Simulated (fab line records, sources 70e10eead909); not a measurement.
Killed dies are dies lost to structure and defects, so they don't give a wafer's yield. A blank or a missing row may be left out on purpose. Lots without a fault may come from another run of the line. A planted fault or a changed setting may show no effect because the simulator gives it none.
A struck lot beside a sound one | flow nand_harc | 22 steps out of a route of 1302
Sound: wafers L369.3, L369.4, L369.5. Struck: wafers L379.1, L379.2, L379.3. The cause comes at the end.
At each step with rows: each side's tool, then ch and its chambers, then its first start. Under that, the readings that differ: sound wafers | struck wafers | difference of the means | sigmas: that difference in standard deviations of wafers without a fault.
alike: readings whose means differ by less than 2 such deviations, and words and numbers that are the same on both sides. not compared: withheld readings, readings that some wafer has no value for, bounds like >300 that may hide the same value, and numbers for which the record gives no deviation and whose values overlap.
The two part at a step that has a row with sigmas, a row that says differs or no value, or rows on one side only. Numbers that don't overlap but have no deviation are shown without sigmas and don't part them. A reading that every wafer of one side lacks parts them only if that side has two wafers or more.

first, 1 step without rows for these wafers: NHARC_A_CHANNEL_HOLE_D2_ETCH_16 (etches the open film in O2/COS, target depth 3100 nm, time 806 s).
NHARC_A_CHANNEL_HOLE_D2_CD_MEAS_18:
  sound on cd_sem-01, day 17 18:05; struck on cd_sem-01, day 21 20:15
  alike: cd_nm
then, 3 steps without rows for these wafers: NHARC_A_CHANNEL_HOLE_D2_ETCH_19 (etches the open film in C4F8/O2/Ar, time 34.5 s); NHARC_A_CHANNEL_HOLE_D2_ETCH_20 (etches the open film in C4F8/O2/Ar, time 361.9 s, target depth 1600 nm); NHARC_A_CHANNEL_HOLE_D2_ETCH_21 (etches the open film in C4F8/O2/Ar, time 514.3 s, target depth 1600 nm).
NHARC_A_CHANNEL_HOLE_D2_ETCH_22: etches the open film in C4F8/O2/Ar, time 666.7 s, target depth 1600 nm.
  sound on har_etch-02 ch 0,1, day 17 19:13; struck on har_etch-01 ch 0,1, day 21 22:56
  alike: drypump_motor_current_A, mfc_ar_sccm, oes_air_line_au, showerhead_plenum_p_Torr, throttle_valve_pct
  not compared: rf_hours_counter_h
NHARC_A_CHANNEL_HOLE_D2_ETCH_23: etches the open film in C4F8/O2/Ar, time 819 s, target depth 1600 nm.
  sound on har_etch-02 ch 0,1, day 17 19:49; struck on har_etch-01 ch 0,1, day 21 23:31
  alike: drypump_motor_current_A, mfc_ar_sccm, oes_air_line_au, showerhead_plenum_p_Torr, throttle_valve_pct
  not compared: rf_hours_counter_h
NHARC_A_CHANNEL_HOLE_D2_ETCH_24: etches the open film in C4F8/O2/Ar, time 906.2 s, target depth 1500 nm.
  sound on har_etch-02 ch 0,1, day 17 20:33; struck on har_etch-01 ch 0,1, day 22 00:12
  alike: drypump_motor_current_A, mfc_ar_sccm, oes_air_line_au, showerhead_plenum_p_Torr, throttle_valve_pct
  not compared: rf_hours_counter_h
NHARC_A_CHANNEL_HOLE_D2_ETCH_25: etches the open film in C4F8/O2/Ar, time 1040.2 s, target depth 1500 nm.
  sound on har_etch-02 ch 0,1, day 17 21:21; struck on har_etch-01 ch 0,1, day 22 00:58
  alike: drypump_motor_current_A, mfc_ar_sccm, oes_air_line_au, showerhead_plenum_p_Torr, throttle_valve_pct
  not compared: rf_hours_counter_h
NHARC_A_CHANNEL_HOLE_D2_ETCH_26: etches the open film in C4F8/O2/Ar, time 224.1 s, target depth 300 nm.
  sound on har_etch-02 ch 0,1, day 17 22:01; struck on har_etch-01 ch 0,1, day 22 01:51
  alike: drypump_motor_current_A, mfc_ar_sccm, oes_air_line_au, showerhead_plenum_p_Torr, throttle_valve_pct
  not compared: rf_hours_counter_h
then, 2 steps without rows for these wafers: NHARC_A_CHANNEL_HOLE_D2_ETCH_27 (etches the open film in C4F8/O2/Ar, time 90 s, target depth 400 nm); NHARC_A_CHANNEL_HOLE_D2_STRIP_41 (strips in N2/H2).
NHARC_A_CHANNEL_HOLE_D2_STRIP_42: strips in CF4/CHF3.
  sound on rie_diel-06 ch 1,2,3, day 17 22:46; struck on rie_diel-09 ch 1,2,3, day 22 02:40
then, 5 steps without rows for these wafers: NHARC_A_CHANNEL_HOLE_D2_STRIP_43 (strips in O2/COS); NHARC_A_CHANNEL_HOLE_D2_ETCH_44 (etches the open film in CF4/O2, target depth 140 nm, overetch 14 nm, time 77 s); NHARC_A_CHANNEL_HOLE_D2_STRIP_28 (strips in O2); NHARC_A_CHANNEL_HOLE_D2_PRECLEAN_29 (cleans in SC1); NHARC_A_CHANNEL_HOLE_D2_SRD_30.
NHARC_A_CHANNEL_HOLE_D2_CD_MEAS_31:
  sound on cd_sem-03, day 17 23:41; struck on cd_sem-03, day 22 03:35
  alike: cd_nm
then, 1 step without rows for these wafers: NHARC_A_CHANNEL_HOLE_D2_XSEM_32.
NHARC_A_CHANNEL_HOLE_D2_INSPECT_40:
  sound on defect_inspect-02, day 17 23:52; struck on defect_inspect-01, day 22 03:56
  reading          | sound       | struck      | difference | sigmas
  raw_defect_count | 186 232 220 | 796 561 663 | +461       | +6
  not compared: hold
-- the record jumps here: 11 days lie between the struck wafers' starts before and after (it left off in module A_CHANNEL_HOLE_D2 and takes up again in module END, whose first step shown is number 1302 of the route) --
NHARC_END_SORT_01:
  the record has rows for the struck wafers here (prober-01 ch 0, day 33 03:10) and none for the sound ones

WHERE THEY PART
First at NHARC_A_CHANNEL_HOLE_D2_INSPECT_40; last, within this record, at NHARC_END_SORT_01.

WHY: what the simulator had put in
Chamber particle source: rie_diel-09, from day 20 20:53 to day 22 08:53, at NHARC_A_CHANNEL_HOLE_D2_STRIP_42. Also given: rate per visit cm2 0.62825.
